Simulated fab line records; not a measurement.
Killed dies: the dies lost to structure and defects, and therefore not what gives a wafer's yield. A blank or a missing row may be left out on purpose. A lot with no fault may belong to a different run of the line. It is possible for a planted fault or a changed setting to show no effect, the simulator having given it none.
Which tool is to blame? | flow n5-finfet | 8 lots, 24 wafers sampled, at 3 steps of a route of 1938

WHAT EACH GAUGE READ, for each wafer
N5_BEOL_M4_CD_MEAS_28: target cd 26.2 nm, target cd y 24.1 nm.
lot  | measured     | on        | cd-nm (nm)
L128 | day 7 14:22  | cd-sem-03 | 26.09 26.36 26.54
L132 | day 8 17:19  | cd-sem-03 | 26.03 25.88 26.44
L136 | day 9 21:50  | cd-sem-02 | 27.38 27.56 27.31
L137 | day 10 03:47 | cd-sem-01 | 27.10 27.38 26.85
L139 | day 10 11:32 | cd-sem-01 | 26.29 26.05 26.23
L140 | day 10 14:13 | cd-sem-02 | 26.09 26.32 26.41
L141 | day 11 03:23 | cd-sem-02 | 26.36 26.14 26.32
L145 | day 11 21:35 | cd-sem-02 | 25.75 25.93 26.07

WHICH TOOL RAN EACH LOT (tool, then ch and the chambers of the sampled wafers, then the start)
lot  | N5_BEOL_M4_STRIP_19               | N5_BEOL_M4_EXPOSE_25
L128 | rie-diel-06 ch 0,2,3, day 7 13:51 | euv-scanner-01 ch 0, day 7 14:14
L132 | rie-diel-01 ch 0,2,3, day 8 16:48 | euv-scanner-02 ch 0, day 8 17:10
L136 | rie-diel-02 ch 0,1,2, day 9 21:20 | euv-scanner-02 ch 0, day 9 21:41
L137 | rie-diel-01 ch 0,1, day 10 03:23  | euv-scanner-02 ch 0, day 10 03:39
L139 | rie-diel-06 ch 1,2, day 10 11:01  | euv-scanner-01 ch 0, day 10 11:24
L140 | rie-diel-01 ch 1,3, day 10 13:50  | euv-scanner-01 ch 0, day 10 14:05
L141 | rie-diel-01 ch 1,3, day 11 03:00  | euv-scanner-01 ch 0, day 11 03:15
L145 | rie-diel-02 ch 0,3, day 11 21:04  | euv-scanner-01 ch 0, day 11 21:27
- N5_BEOL_M4_STRIP_19: strips in O2.
- N5_BEOL_M4_EXPOSE_25: exposes mask V3, defocus 5 nm.

THE ANSWER, worked out from the rows above alone
Rule: usual is defined by the lots themselves. The widest of any qualifying gaps counts: lots, ordered by their means at a reading, are off when they make up no more than a third of the lots, leave a main group of 4 or more, and stand apart from it by 3 or more times the standard deviation of that group's means. A main group is skipped when, at the precision printed for the reading in the tables above, its means are all equal. A lot without any number at a reading at which 4 lots or more have one is off too. Where the step has rows for the other lots, those lots are counted as sound.
Off, at N5_BEOL_M4_CD_MEAS_28 on cd-nm: L136, L137. For the main group the mean is 26.18 nm and the standard deviation 0.14.
A tool fits if, at a process step before that reading, it ran every lot that is off, and no sound lot after the first of them. Those tools and the gauges at N5_BEOL_M4_CD_MEAS_28 are tried in the same way. One fits: N5_BEOL_M4_EXPOSE_25 on euv-scanner-02. A fault onset in the window from L132 (day 8 17:10, its last sound lot) to L136 (day 9 21:41, its first lot off) fits.

WHAT THE SIMULATOR HAD INSERTED
Process parameters drifting: euv-scanner-02 at N5_BEOL_M4_EXPOSE_25, beginning at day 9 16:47. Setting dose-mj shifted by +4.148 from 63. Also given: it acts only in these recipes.
Struck lots among those shown: L136, L137. The rule above found the same.
